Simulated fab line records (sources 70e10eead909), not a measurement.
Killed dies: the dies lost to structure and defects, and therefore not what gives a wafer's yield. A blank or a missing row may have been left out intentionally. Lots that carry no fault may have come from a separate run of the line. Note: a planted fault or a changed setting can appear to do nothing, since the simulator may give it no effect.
Which tool is to blame? / flow nand-harc / Sampling: 24 lots, 72 wafers, 5 of 1302 route steps

== WHAT THE GAUGES SHOWED, per wafer ==
NHARC_P_M2_CD_MEAS_16. Usual: cd-nm at 170.0 nm, with a standard deviation of 0.53.
lot=L075; measured=day 5 15:32; on=cd-sem-02; cd-nm (nm)=170.3 169.9 169.3; flag=
lot=L074; measured=day 5 16:28; on=cd-sem-02; cd-nm (nm)=170.0 170.3 169.7; flag=
lot=L076; measured=day 6 08:43; on=cd-sem-01; cd-nm (nm)=169.6 169.4 169.5; flag=
lot=L077; measured=day 6 10:09; on=cd-sem-01; cd-nm (nm)=170.4 170.6 169.9; flag=
lot=L078; measured=day 6 23:55; on=cd-sem-03; cd-nm (nm)=170.6 169.1 170.9; flag=
lot=L079; measured=day 7 19:07; on=cd-sem-03; cd-nm (nm)=169.2 168.9 169.4; flag=
lot=L080; measured=day 7 22:11; on=cd-sem-02; cd-nm (nm)=169.2 169.3 169.6; flag=
lot=L082; measured=day 8 14:55; on=cd-sem-01; cd-nm (nm)=169.7 170.0 170.2; flag=
lot=L081; measured=day 8 15:46; on=cd-sem-02; cd-nm (nm)=170.5 169.7 169.4; flag=
lot=L084; measured=day 9 09:05; on=cd-sem-02; cd-nm (nm)=170.9 170.4 170.9; flag=
lot=L083; measured=day 9 10:24; on=cd-sem-02; cd-nm (nm)=169.9 169.4 169.2; flag=
lot=L085; measured=day 10 02:04; on=cd-sem-02; cd-nm (nm)=169.9 170.3 169.8; flag=
lot=L086; measured=day 10 05:52; on=cd-sem-03; cd-nm (nm)=170.2 170.2 169.7; flag=
lot=L087; measured=day 10 17:29; on=cd-sem-02; cd-nm (nm)=169.8 169.0 169.7; flag=
lot=L088; measured=day 11 11:28; on=cd-sem-03; cd-nm (nm)=169.8 171.1 170.1; flag=
lot=L089; measured=day 11 13:39; on=cd-sem-01; cd-nm (nm)=169.4 169.7 169.7; flag=
lot=L090; measured=day 12 01:44; on=cd-sem-02; cd-nm (nm)=169.6 170.3 169.6; flag=
lot=L091; measured=day 12 13:56; on=cd-sem-02; cd-nm (nm)=169.6 169.8 169.4; flag=
lot=L092; measured=day 13 01:21; on=cd-sem-03; cd-nm (nm)=169.5 170.2 169.2; flag=
lot=L093; measured=day 13 06:38; on=cd-sem-03; cd-nm (nm)=169.7 170.9 169.1; flag=
lot=L094; measured=day 13 21:25; on=cd-sem-01; cd-nm (nm)=170.1 169.4 170.2; flag=
lot=L095; measured=day 14 01:47; on=cd-sem-02; cd-nm (nm)=170.4 170.3 170.0; flag=
lot=L096; measured=day 14 14:26; on=cd-sem-03; cd-nm (nm)=170.7 169.5 170.9; flag=
lot=L097; measured=day 14 20:27; on=cd-sem-01; cd-nm (nm)=170.2 169.8 171.0; flag=

== TOOL THAT RAN EACH LOT (tool first, then ch and the chambers of the sampled wafers, then the start) ==
lot=L075; NHARC_P_GATE_DESCUM_93=rie-diel-06 ch 0,1,3, day 4 21:49; NHARC_P_CONTACT_ALD_22=ald-metal-02 ch 0,1,2, day 5 04:34; NHARC_P_M0_ETCH_34=rie-diel-07 ch 0,1,2, day 5 07:02; NHARC_P_M0_DEGAS_28=pvd-sputter-01, day 5 07:52
lot=L074; NHARC_P_GATE_DESCUM_93=rie-diel-12 ch 0,3, day 4 22:37; NHARC_P_CONTACT_ALD_22=ald-metal-01 ch 1,2, day 5 05:34; NHARC_P_M0_ETCH_34=rie-diel-07 ch 1,3, day 5 08:00; NHARC_P_M0_DEGAS_28=pvd-sputter-03, day 5 08:50
lot=L076; NHARC_P_GATE_DESCUM_93=rie-diel-10 ch 0,1,2, day 5 14:34; NHARC_P_CONTACT_ALD_22=ald-metal-02 ch 1,2,3, day 5 21:43; NHARC_P_M0_ETCH_34=rie-diel-05 ch 0,2,3, day 6 00:08; NHARC_P_M0_DEGAS_28=pvd-sputter-02, day 6 01:00
lot=L077; NHARC_P_GATE_DESCUM_93=rie-diel-10 ch 1,2,3, day 5 16:34; NHARC_P_CONTACT_ALD_22=ald-metal-02 ch 0,2,3, day 5 23:17; NHARC_P_M0_ETCH_34=rie-diel-07 ch 0,1, day 6 01:41; NHARC_P_M0_DEGAS_28=pvd-sputter-02, day 6 02:32
lot=L078; NHARC_P_GATE_DESCUM_93=rie-diel-12 ch 0,2,3, day 6 06:09; NHARC_P_CONTACT_ALD_22=ald-metal-02 ch 2,3, day 6 12:49; NHARC_P_M0_ETCH_34=rie-diel-05 ch 0,2,3, day 6 15:06; NHARC_P_M0_DEGAS_28=pvd-sputter-02, day 6 15:58
lot=L079; NHARC_P_GATE_DESCUM_93=rie-diel-06 ch 2,3, day 7 01:38; NHARC_P_CONTACT_ALD_22=ald-metal-02 ch 1,3, day 7 08:30; NHARC_P_M0_ETCH_34=rie-diel-07 ch 1,3, day 7 10:56; NHARC_P_M0_DEGAS_28=pvd-sputter-01, day 7 11:46
lot=L080; NHARC_P_GATE_DESCUM_93=rie-diel-12 ch 2,3, day 7 04:38; NHARC_P_CONTACT_ALD_22=ald-metal-02 ch 1,2, day 7 11:23; NHARC_P_M0_ETCH_34=rie-diel-07 ch 2,3, day 7 13:49; NHARC_P_M0_DEGAS_28=pvd-sputter-02, day 7 14:40
lot=L082; NHARC_P_GATE_DESCUM_93=rie-diel-10 ch 0,2,3, day 7 21:40; NHARC_P_CONTACT_ALD_22=ald-metal-01 ch 1,2,3, day 8 04:08; NHARC_P_M0_ETCH_34=rie-diel-07 ch 0,2,3, day 8 06:34; NHARC_P_M0_DEGAS_28=pvd-sputter-01, day 8 07:23
lot=L081; NHARC_P_GATE_DESCUM_93=rie-diel-12 ch 0,1, day 7 21:50; NHARC_P_CONTACT_ALD_22=ald-metal-02 ch 0,1,2, day 8 05:02; NHARC_P_M0_ETCH_34=rie-diel-05 ch 0,3, day 8 07:27; NHARC_P_M0_DEGAS_28=pvd-sputter-02, day 8 08:17
lot=L084; NHARC_P_GATE_DESCUM_93=rie-diel-12 ch 1,2,3, day 8 15:19; NHARC_P_CONTACT_ALD_22=ald-metal-01 ch 0,2,3, day 8 22:10; NHARC_P_M0_ETCH_34=rie-diel-07 ch 1,2,3, day 9 00:26; NHARC_P_M0_DEGAS_28=pvd-sputter-01, day 9 01:25
lot=L083; NHARC_P_GATE_DESCUM_93=rie-diel-12 ch 0,3, day 8 15:53; NHARC_P_CONTACT_ALD_22=ald-metal-02 ch 1,3, day 8 22:29; NHARC_P_M0_ETCH_34=rie-diel-05 ch 0,1,3, day 9 01:09; NHARC_P_M0_DEGAS_28=pvd-sputter-03, day 9 03:03
lot=L085; NHARC_P_GATE_DESCUM_93=rie-diel-06 ch 0,2,3, day 9 07:27; NHARC_P_CONTACT_ALD_22=ald-metal-01 ch 1,2,3, day 9 14:25; NHARC_P_M0_ETCH_34=rie-diel-07 ch 0,1, day 9 17:22; NHARC_P_M0_DEGAS_28=pvd-sputter-03, day 9 18:11
lot=L086; NHARC_P_GATE_DESCUM_93=rie-diel-12 ch 1,2,3, day 9 12:20; NHARC_P_CONTACT_ALD_22=ald-metal-01 ch 0,1,3, day 9 19:00; NHARC_P_M0_ETCH_34=rie-diel-03 ch 0,1,3, day 9 21:28; NHARC_P_M0_DEGAS_28=pvd-sputter-03, day 9 22:20
lot=L087; NHARC_P_GATE_DESCUM_93=rie-diel-10 ch 0,1,2, day 9 23:55; NHARC_P_CONTACT_ALD_22=ald-metal-04 ch 0,2, day 10 06:28; NHARC_P_M0_ETCH_34=rie-diel-07 ch 0,3, day 10 09:02; NHARC_P_M0_DEGAS_28=pvd-sputter-01, day 10 09:55
lot=L088; NHARC_P_GATE_DESCUM_93=rie-diel-10 ch 0,1,3, day 10 18:10; NHARC_P_CONTACT_ALD_22=ald-metal-02 ch 1,2,3, day 11 00:44; NHARC_P_M0_ETCH_34=rie-diel-03 ch 0,1,3, day 11 03:08; NHARC_P_M0_DEGAS_28=pvd-sputter-02, day 11 03:58
lot=L089; NHARC_P_GATE_DESCUM_93=rie-diel-10 ch 0,2,3, day 10 20:25; NHARC_P_CONTACT_ALD_22=ald-metal-01 ch 0,1, day 11 02:47; NHARC_P_M0_ETCH_34=rie-diel-07 ch 1,2,3, day 11 05:13; NHARC_P_M0_DEGAS_28=pvd-sputter-02, day 11 06:10
lot=L090; NHARC_P_GATE_DESCUM_93=rie-diel-10 ch 0,1,3, day 11 07:58; NHARC_P_CONTACT_ALD_22=ald-metal-01 ch 1,3, day 11 14:34; NHARC_P_M0_ETCH_34=rie-diel-07 ch 0,1,2, day 11 17:06; NHARC_P_M0_DEGAS_28=pvd-sputter-01, day 11 17:56
lot=L091; NHARC_P_GATE_DESCUM_93=rie-diel-10 ch 0,3, day 11 20:24; NHARC_P_CONTACT_ALD_22=ald-metal-04 ch 1,2,3, day 12 03:04; NHARC_P_M0_ETCH_34=rie-diel-03 ch 0,2,3, day 12 05:31; NHARC_P_M0_DEGAS_28=pvd-sputter-03, day 12 06:20
lot=L092; NHARC_P_GATE_DESCUM_93=rie-diel-10 ch 0,2,3, day 12 08:07; NHARC_P_CONTACT_ALD_22=ald-metal-02 ch 0,3, day 12 14:44; NHARC_P_M0_ETCH_34=rie-diel-05 ch 0,1,2, day 12 17:03; NHARC_P_M0_DEGAS_28=pvd-sputter-03, day 12 17:54
lot=L093; NHARC_P_GATE_DESCUM_93=rie-diel-06 ch 0,1,2, day 12 13:14; NHARC_P_CONTACT_ALD_22=ald-metal-04 ch 0,2,3, day 12 19:43; NHARC_P_M0_ETCH_34=rie-diel-05 ch 0,2,3, day 12 22:11; NHARC_P_M0_DEGAS_28=pvd-sputter-03, day 12 23:04
lot=L094; NHARC_P_GATE_DESCUM_93=rie-diel-12 ch 0,1, day 13 03:59; NHARC_P_CONTACT_ALD_22=ald-metal-01 ch 2,3, day 13 10:34; NHARC_P_M0_ETCH_34=rie-diel-05 ch 0,1,2, day 13 12:52; NHARC_P_M0_DEGAS_28=pvd-sputter-02, day 13 13:43
lot=L095; NHARC_P_GATE_DESCUM_93=rie-diel-12 ch 0,2,3, day 13 08:04; NHARC_P_CONTACT_ALD_22=ald-metal-04 ch 0,3, day 13 14:35; NHARC_P_M0_ETCH_34=rie-diel-03 ch 0,1,3, day 13 17:13; NHARC_P_M0_DEGAS_28=pvd-sputter-01, day 13 18:07
lot=L096; NHARC_P_GATE_DESCUM_93=rie-diel-12 ch 0,1,3, day 13 20:11; NHARC_P_CONTACT_ALD_22=ald-metal-04 ch 1,2,3, day 14 03:13; NHARC_P_M0_ETCH_34=rie-diel-07 ch 0,2,3, day 14 05:39; NHARC_P_M0_DEGAS_28=pvd-sputter-01, day 14 06:29
lot=L097; NHARC_P_GATE_DESCUM_93=rie-diel-12 ch 1,2, day 14 02:41; NHARC_P_CONTACT_ALD_22=ald-metal-04 ch 1,3, day 14 09:14; NHARC_P_M0_ETCH_34=rie-diel-07 ch 1,2, day 14 11:38; NHARC_P_M0_DEGAS_28=pvd-sputter-01, day 14 12:39
- NHARC_P_GATE_DESCUM_93: chemistry O2, time 3 s.
- NHARC_P_CONTACT_ALD_22: deposits TiN, target thk 3 nm, pulse time 1 s, ald cycles 150.
- NHARC_P_M0_ETCH_34: etches the open film in N2/H2, target depth 40 nm, overetch 12 nm, time 43.94 s.
- NHARC_P_M0_DEGAS_28: time 60 s.

== AS READ BY THE TOOLS THEMSELVES (means over the sampled wafers that have a number; for cases with no such wafer, the mark the record gives instead) ==
NHARC_P_GATE_DESCUM_93. Usual: drypump-motor-current-A 5.9 A, standard deviation 0.45; oes-product-au 1.002 a.u., standard deviation 0.0069; rf-vpp-V 57.9 V, standard deviation 0.86; showerhead-plenum-p-Torr 1.94 Torr, standard deviation 0.071; throttle-valve-pct 11.310 %, standard deviation 0.0093.
lot=L075; tool=rie-diel-06; drypump-motor-current-A (A)=5.6; oes-product-au (a.u.)=0.999; rf-vpp-V (V)=58.0; showerhead-plenum-p-Torr (Torr)=1.96; throttle-valve-pct (%)=11.305; flag=
lot=L074; tool=rie-diel-12; drypump-motor-current-A (A)=6.4; oes-product-au (a.u.)=1.002; rf-vpp-V (V)=58.3; showerhead-plenum-p-Torr (Torr)=1.92; throttle-valve-pct (%)=11.315; flag=
lot=L076; tool=rie-diel-10; drypump-motor-current-A (A)=5.7; oes-product-au (a.u.)=0.995; rf-vpp-V (V)=57.7; showerhead-plenum-p-Torr (Torr)=1.92; throttle-valve-pct (%)=11.301; flag=
lot=L077; tool=rie-diel-10; drypump-motor-current-A (A)=5.6; oes-product-au (a.u.)=0.998; rf-vpp-V (V)=58.1; showerhead-plenum-p-Torr (Torr)=1.93; throttle-valve-pct (%)=11.313; flag=
lot=L078; tool=rie-diel-12; drypump-motor-current-A (A)=6.2; oes-product-au (a.u.)=1.004; rf-vpp-V (V)=58.3; showerhead-plenum-p-Torr (Torr)=1.92; throttle-valve-pct (%)=11.306; flag=
lot=L079; tool=rie-diel-06; drypump-motor-current-A (A)=5.9; oes-product-au (a.u.)=1.005; rf-vpp-V (V)=57.9; showerhead-plenum-p-Torr (Torr)=1.99; throttle-valve-pct (%)=11.311; flag=
lot=L080; tool=rie-diel-12; drypump-motor-current-A (A)=6.1; oes-product-au (a.u.)=0.995; rf-vpp-V (V)=58.0; showerhead-plenum-p-Torr (Torr)=1.95; throttle-valve-pct (%)=11.305; flag=
lot=L082; tool=rie-diel-10; drypump-motor-current-A (A)=6.0; oes-product-au (a.u.)=1.002; rf-vpp-V (V)=57.8; showerhead-plenum-p-Torr (Torr)=1.97; throttle-valve-pct (%)=11.315; flag=
lot=L081; tool=rie-diel-12; drypump-motor-current-A (A)=6.3; oes-product-au (a.u.)=1.006; rf-vpp-V (V)=57.3; showerhead-plenum-p-Torr (Torr)=1.87; throttle-valve-pct (%)=11.309; flag=
lot=L084; tool=rie-diel-12; drypump-motor-current-A (A)=5.9; oes-product-au (a.u.)=0.999; rf-vpp-V (V)=57.6; showerhead-plenum-p-Torr (Torr)=1.92; throttle-valve-pct (%)=11.320; flag=
lot=L083; tool=rie-diel-12; drypump-motor-current-A (A)=6.4; oes-product-au (a.u.)=1.006; rf-vpp-V (V)=57.4; showerhead-plenum-p-Torr (Torr)=1.92; throttle-valve-pct (%)=11.311; flag=
lot=L085; tool=rie-diel-06; drypump-motor-current-A (A)=5.9; oes-product-au (a.u.)=0.993; rf-vpp-V (V)=58.6; showerhead-plenum-p-Torr (Torr)=1.98; throttle-valve-pct (%)=11.312; flag=
lot=L086; tool=rie-diel-12; drypump-motor-current-A (A)=5.9; oes-product-au (a.u.)=0.997; rf-vpp-V (V)=57.5; showerhead-plenum-p-Torr (Torr)=1.92; throttle-valve-pct (%)=11.308; flag=
lot=L087; tool=rie-diel-10; drypump-motor-current-A (A)=5.7; oes-product-au (a.u.)=1.003; rf-vpp-V (V)=57.8; showerhead-plenum-p-Torr (Torr)=1.92; throttle-valve-pct (%)=11.310; flag=
lot=L088; tool=rie-diel-10; drypump-motor-current-A (A)=5.6; oes-product-au (a.u.)=1.011; rf-vpp-V (V)=57.3; showerhead-plenum-p-Torr (Torr)=1.99; throttle-valve-pct (%)=11.314; flag=
lot=L089; tool=rie-diel-10; drypump-motor-current-A (A)=6.0; oes-product-au (a.u.)=1.004; rf-vpp-V (V)=58.0; showerhead-plenum-p-Torr (Torr)=1.97; throttle-valve-pct (%)=11.305; flag=
lot=L090; tool=rie-diel-10; drypump-motor-current-A (A)=5.6; oes-product-au (a.u.)=1.006; rf-vpp-V (V)=57.6; showerhead-plenum-p-Torr (Torr)=1.99; throttle-valve-pct (%)=11.316; flag=
lot=L091; tool=rie-diel-10; drypump-motor-current-A (A)=5.9; oes-product-au (a.u.)=1.005; rf-vpp-V (V)=59.1; showerhead-plenum-p-Torr (Torr)=2.04; throttle-valve-pct (%)=11.306; flag=
lot=L092; tool=rie-diel-10; drypump-motor-current-A (A)=6.0; oes-product-au (a.u.)=1.005; rf-vpp-V (V)=57.3; showerhead-plenum-p-Torr (Torr)=1.97; throttle-valve-pct (%)=11.306; flag=
lot=L093; tool=rie-diel-06; drypump-motor-current-A (A)=5.9; oes-product-au (a.u.)=0.998; rf-vpp-V (V)=57.5; showerhead-plenum-p-Torr (Torr)=1.98; throttle-valve-pct (%)=11.313; flag=
lot=L094; tool=rie-diel-12; drypump-motor-current-A (A)=6.0; oes-product-au (a.u.)=1.004; rf-vpp-V (V)=57.7; showerhead-plenum-p-Torr (Torr)=1.86; throttle-valve-pct (%)=11.302; flag=
lot=L095; tool=rie-diel-12; drypump-motor-current-A (A)=6.2; oes-product-au (a.u.)=0.994; rf-vpp-V (V)=57.3; showerhead-plenum-p-Torr (Torr)=1.92; throttle-valve-pct (%)=11.316; flag=
lot=L096; tool=rie-diel-12; drypump-motor-current-A (A)=6.2; oes-product-au (a.u.)=0.997; rf-vpp-V (V)=57.9; showerhead-plenum-p-Torr (Torr)=1.89; throttle-valve-pct (%)=11.310; flag=
lot=L097; tool=rie-diel-12; drypump-motor-current-A (A)=5.7; oes-product-au (a.u.)=1.006; rf-vpp-V (V)=57.6; showerhead-plenum-p-Torr (Torr)=1.89; throttle-valve-pct (%)=11.306; flag=

NHARC_P_CONTACT_ALD_22. Usual: heater-power-w 1071 W, standard deviation 99; precursor-pulse-height-rel 1.000, standard deviation 0.019.
lot=L075; tool=ald-metal-02; heater-power-w (W)=1068; precursor-pulse-height-rel=1.002; flag=
lot=L074; tool=ald-metal-01; heater-power-w (W)=996; precursor-pulse-height-rel=0.983; flag=
lot=L076; tool=ald-metal-02; heater-power-w (W)=1100; precursor-pulse-height-rel=0.996; flag=
lot=L077; tool=ald-metal-02; heater-power-w (W)=1049; precursor-pulse-height-rel=1.005; flag=
lot=L078; tool=ald-metal-02; heater-power-w (W)=1107; precursor-pulse-height-rel=0.988; flag=
lot=L079; tool=ald-metal-02; heater-power-w (W)=1085; precursor-pulse-height-rel=1.007; flag=
lot=L080; tool=ald-metal-02; heater-power-w (W)=1139; precursor-pulse-height-rel=0.986; flag=
lot=L082; tool=ald-metal-01; heater-power-w (W)=1001; precursor-pulse-height-rel=0.998; flag=
lot=L081; tool=ald-metal-02; heater-power-w (W)=1073; precursor-pulse-height-rel=1.009; flag=
lot=L084; tool=ald-metal-01; heater-power-w (W)=1107; precursor-pulse-height-rel=1.022; flag=
lot=L083; tool=ald-metal-02; heater-power-w (W)=1087; precursor-pulse-height-rel=1.016; flag=
lot=L085; tool=ald-metal-01; heater-power-w (W)=1007; precursor-pulse-height-rel=0.999; flag=
lot=L086; tool=ald-metal-01; heater-power-w (W)=1130; precursor-pulse-height-rel=1.004; flag=
lot=L087; tool=ald-metal-04; heater-power-w (W)=1111; precursor-pulse-height-rel=0.977; flag=
lot=L088; tool=ald-metal-02; heater-power-w (W)=1097; precursor-pulse-height-rel=0.989; flag=
lot=L089; tool=ald-metal-01; heater-power-w (W)=1218; precursor-pulse-height-rel=0.992; flag=
lot=L090; tool=ald-metal-01; heater-power-w (W)=1050; precursor-pulse-height-rel=1.009; flag=
lot=L091; tool=ald-metal-04; heater-power-w (W)=1105; precursor-pulse-height-rel=0.991; flag=
lot=L092; tool=ald-metal-02; heater-power-w (W)=977; precursor-pulse-height-rel=0.992; flag=
lot=L093; tool=ald-metal-04; heater-power-w (W)=1087; precursor-pulse-height-rel=1.012; flag=
lot=L094; tool=ald-metal-01; heater-power-w (W)=1001; precursor-pulse-height-rel=0.993; flag=
lot=L095; tool=ald-metal-04; heater-power-w (W)=1039; precursor-pulse-height-rel=1.002; flag=
lot=L096; tool=ald-metal-04; heater-power-w (W)=1085; precursor-pulse-height-rel=1.017; flag=
lot=L097; tool=ald-metal-04; heater-power-w (W)=1007; precursor-pulse-height-rel=1.019; flag=

NHARC_P_M0_ETCH_34. Usual: drypump-motor-current-A 5.8 A, standard deviation 0.34; oes-product-au 1.000 a.u., standard deviation 0.0071; rf-vpp-V 428.8 V, standard deviation 2.9; showerhead-plenum-p-Torr 1.98 Torr, standard deviation 0.096; throttle-valve-pct 14.172 %, standard deviation 0.0084.
lot=L075; tool=rie-diel-07; drypump-motor-current-A (A)=5.9; oes-product-au (a.u.)=0.999; rf-vpp-V (V)=429.0; showerhead-plenum-p-Torr (Torr)=1.99; throttle-valve-pct (%)=14.172; flag=
lot=L074; tool=rie-diel-07; drypump-motor-current-A (A)=5.7; oes-product-au (a.u.)=0.996; rf-vpp-V (V)=428.5; showerhead-plenum-p-Torr (Torr)=1.97; throttle-valve-pct (%)=14.167; flag=
lot=L076; tool=rie-diel-05; drypump-motor-current-A (A)=5.9; oes-product-au (a.u.)=0.994; rf-vpp-V (V)=430.0; showerhead-plenum-p-Torr (Torr)=2.02; throttle-valve-pct (%)=14.176; flag=
lot=L077; tool=rie-diel-07; drypump-motor-current-A (A)=5.9; oes-product-au (a.u.)=0.992; rf-vpp-V (V)=427.9; showerhead-plenum-p-Torr (Torr)=1.95; throttle-valve-pct (%)=14.170; flag=
lot=L078; tool=rie-diel-05; drypump-motor-current-A (A)=5.9; oes-product-au (a.u.)=1.007; rf-vpp-V (V)=430.3; showerhead-plenum-p-Torr (Torr)=2.01; throttle-valve-pct (%)=14.177; flag=
lot=L079; tool=rie-diel-07; drypump-motor-current-A (A)=5.7; oes-product-au (a.u.)=0.998; rf-vpp-V (V)=427.5; showerhead-plenum-p-Torr (Torr)=1.96; throttle-valve-pct (%)=14.173; flag=
lot=L080; tool=rie-diel-07; drypump-motor-current-A (A)=5.7; oes-product-au (a.u.)=0.999; rf-vpp-V (V)=428.1; showerhead-plenum-p-Torr (Torr)=1.95; throttle-valve-pct (%)=14.180; flag=
lot=L082; tool=rie-diel-07; drypump-motor-current-A (A)=5.8; oes-product-au (a.u.)=0.995; rf-vpp-V (V)=428.0; showerhead-plenum-p-Torr (Torr)=1.94; throttle-valve-pct (%)=14.166; flag=
lot=L081; tool=rie-diel-05; drypump-motor-current-A (A)=5.6; oes-product-au (a.u.)=1.008; rf-vpp-V (V)=432.1; showerhead-plenum-p-Torr (Torr)=2.10; throttle-valve-pct (%)=14.172; flag=
lot=L084; tool=rie-diel-07; drypump-motor-current-A (A)=5.8; oes-product-au (a.u.)=1.002; rf-vpp-V (V)=428.5; showerhead-plenum-p-Torr (Torr)=1.99; throttle-valve-pct (%)=14.169; flag=
lot=L083; tool=rie-diel-05; drypump-motor-current-A (A)=5.6; oes-product-au (a.u.)=1.005; rf-vpp-V (V)=431.9; showerhead-plenum-p-Torr (Torr)=2.07; throttle-valve-pct (%)=14.183; flag=
lot=L085; tool=rie-diel-07; drypump-motor-current-A (A)=5.9; oes-product-au (a.u.)=0.999; rf-vpp-V (V)=427.3; showerhead-plenum-p-Torr (Torr)=1.94; throttle-valve-pct (%)=14.174; flag=
lot=L086; tool=rie-diel-03; drypump-motor-current-A (A)=5.7; oes-product-au (a.u.)=1.004; rf-vpp-V (V)=428.5; showerhead-plenum-p-Torr (Torr)=1.94; throttle-valve-pct (%)=14.168; flag=
lot=L087; tool=rie-diel-07; drypump-motor-current-A (A)=5.6; oes-product-au (a.u.)=0.997; rf-vpp-V (V)=426.2; showerhead-plenum-p-Torr (Torr)=1.90; throttle-valve-pct (%)=14.170; flag=
lot=L088; tool=rie-diel-03; drypump-motor-current-A (A)=5.7; oes-product-au (a.u.)=1.002; rf-vpp-V (V)=427.6; showerhead-plenum-p-Torr (Torr)=1.94; throttle-valve-pct (%)=14.169; flag=
lot=L089; tool=rie-diel-07; drypump-motor-current-A (A)=5.8; oes-product-au (a.u.)=1.003; rf-vpp-V (V)=429.6; showerhead-plenum-p-Torr (Torr)=1.99; throttle-valve-pct (%)=14.170; flag=
lot=L090; tool=rie-diel-07; drypump-motor-current-A (A)=5.9; oes-product-au (a.u.)=1.000; rf-vpp-V (V)=428.2; showerhead-plenum-p-Torr (Torr)=1.98; throttle-valve-pct (%)=14.171; flag=
lot=L091; tool=rie-diel-03; drypump-motor-current-A (A)=5.4; oes-product-au (a.u.)=1.001; rf-vpp-V (V)=430.1; showerhead-plenum-p-Torr (Torr)=2.02; throttle-valve-pct (%)=14.164; flag=
lot=L092; tool=rie-diel-05; drypump-motor-current-A (A)=5.9; oes-product-au (a.u.)=1.004; rf-vpp-V (V)=428.3; showerhead-plenum-p-Torr (Torr)=1.97; throttle-valve-pct (%)=14.172; flag=
lot=L093; tool=rie-diel-05; drypump-motor-current-A (A)=5.9; oes-product-au (a.u.)=1.001; rf-vpp-V (V)=428.9; showerhead-plenum-p-Torr (Torr)=2.00; throttle-valve-pct (%)=14.162; flag=
lot=L094; tool=rie-diel-05; drypump-motor-current-A (A)=5.9; oes-product-au (a.u.)=1.005; rf-vpp-V (V)=428.5; showerhead-plenum-p-Torr (Torr)=1.96; throttle-valve-pct (%)=14.166; flag=
lot=L095; tool=rie-diel-03; drypump-motor-current-A (A)=5.7; oes-product-au (a.u.)=1.001; rf-vpp-V (V)=427.7; showerhead-plenum-p-Torr (Torr)=1.94; throttle-valve-pct (%)=14.169; flag=
lot=L096; tool=rie-diel-07; drypump-motor-current-A (A)=5.8; oes-product-au (a.u.)=0.994; rf-vpp-V (V)=428.5; showerhead-plenum-p-Torr (Torr)=1.93; throttle-valve-pct (%)=14.174; flag=
lot=L097; tool=rie-diel-07; drypump-motor-current-A (A)=6.0; oes-product-au (a.u.)=1.002; rf-vpp-V (V)=431.1; showerhead-plenum-p-Torr (Torr)=2.02; throttle-valve-pct (%)=14.174; flag=

NHARC_P_M0_DEGAS_28. Usual: heater-power-w at 327 W, with a standard deviation of 35.
lot=L075; tool=pvd-sputter-01; heater-power-w (W)=343; flag=
lot=L074; tool=pvd-sputter-03; heater-power-w (W)=328; flag=
lot=L076; tool=pvd-sputter-02; heater-power-w (W)=294; flag=
lot=L077; tool=pvd-sputter-02; heater-power-w (W)=331; flag=
lot=L078; tool=pvd-sputter-02; heater-power-w (W)=302; flag=
lot=L079; tool=pvd-sputter-01; heater-power-w (W)=328; flag=
lot=L080; tool=pvd-sputter-02; heater-power-w (W)=318; flag=
lot=L082; tool=pvd-sputter-01; heater-power-w (W)=332; flag=
lot=L081; tool=pvd-sputter-02; heater-power-w (W)=316; flag=
lot=L084; tool=pvd-sputter-01; heater-power-w (W)=337; flag=
lot=L083; tool=pvd-sputter-03; heater-power-w (W)=298; flag=
lot=L085; tool=pvd-sputter-03; heater-power-w (W)=362; flag=
lot=L086; tool=pvd-sputter-03; heater-power-w (W)=324; flag=
lot=L087; tool=pvd-sputter-01; heater-power-w (W)=307; flag=
lot=L088; tool=pvd-sputter-02; heater-power-w (W)=329; flag=
lot=L089; tool=pvd-sputter-02; heater-power-w (W)=327; flag=
lot=L090; tool=pvd-sputter-01; heater-power-w (W)=319; flag=
lot=L091; tool=pvd-sputter-03; heater-power-w (W)=356; flag=
lot=L092; tool=pvd-sputter-03; heater-power-w (W)=349; flag=
lot=L093; tool=pvd-sputter-03; heater-power-w (W)=355; flag=
lot=L094; tool=pvd-sputter-02; heater-power-w (W)=304; flag=
lot=L095; tool=pvd-sputter-01; heater-power-w (W)=338; flag=
lot=L096; tool=pvd-sputter-01; heater-power-w (W)=324; flag=
lot=L097; tool=pvd-sputter-01; heater-power-w (W)=294; flag=

== THE ANSWER, worked out from the rows above alone ==
Rule: a lot is off if the mean of its wafers that have a number lies more than 3 standard deviations from the usual mean. Also off: a lot with no number at a reading for which 4 or more lots have one. The other lots that the step has rows for count as sound. Order of review: gauges by route order, followed by the tools' own readings, for which a lot's mean as printed above is used. At the first step where some lot is off, the reading lying furthest off is the one used; lots without a number count as furthest.
None of the lots is off at any reading shown; this tells nothing.

== WHAT THE SIMULATOR HAD INSERTED ==
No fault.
